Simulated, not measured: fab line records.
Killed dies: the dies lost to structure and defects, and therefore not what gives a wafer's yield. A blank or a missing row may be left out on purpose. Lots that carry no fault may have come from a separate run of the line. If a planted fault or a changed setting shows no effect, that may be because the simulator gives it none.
Matching of chambers ; flow n5 finfet ; N5_BEOL_M7_CMP_52 on cmp-01 has 4 sister chambers
The step polishes, stops on SiCOH lowk, t overpolish 6.9 s, target thk 80 nm. 8 wafers are shown with their chamber, then 7 later ones without.

## WAFERS PAIRED WITH THEIR CHAMBERS
wafer;chamber;motor current A (A);time to endpoint s (s)
L078.5;2;6.4;62.2
L084.1;0;6.5;65.9
L084.4;3;5.8;64.7
L085.3;0;6.7;61.8
L085.4;3;5.9;64.2
L085.6;1;5.6;64.8
L086.1;1;5.9;64.2
L086.2;2;6.7;61.5

## WAFERS MISSING THEIR CHAMBER
wafer;motor current A (A);time to endpoint s (s)
L086.6;6.7;67.2
L092.1;6.5;62.1
L092.2;6.2;61.5
L092.6;5.5;63.3
L096.1;6.7;59.2
L096.5;5.9;62.2
L096.6;6.8;59.2

## WHICH CHAMBER EACH WENT THROUGH
wafer;from the rows above;in truth
L086.6;can't be placed: 0 or 2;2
L092.1;can't be placed: 2 or 0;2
L092.2;can't be placed: 2 or 0 or 3 or 1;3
L092.6;can't be placed: 1 or 3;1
L096.1;can't be placed: 2 or 0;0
L096.5;can't be placed: 3 or 1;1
L096.6;can't be placed: 2 or 0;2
Placed correctly: 0 of 7. Not placeable from these rows: 7 (in 7, the candidates include the true chamber). Placed wrongly: 0.
How it was worked out, from the rows above alone: a wafer's distance from a chamber is the root of the sum, over the readings, of the square of ((its reading less the chamber's mean) divided by the reading's scatter). The wafer belongs to the nearest chamber; if the next one is less than 2 further off, it can't be placed. Each chamber's mean is taken over the wafers shown for it. The scatter: take each reading less its chamber's mean, square it, sum over the shown wafers, divide by the number of wafers less the number of chambers, and take the root.
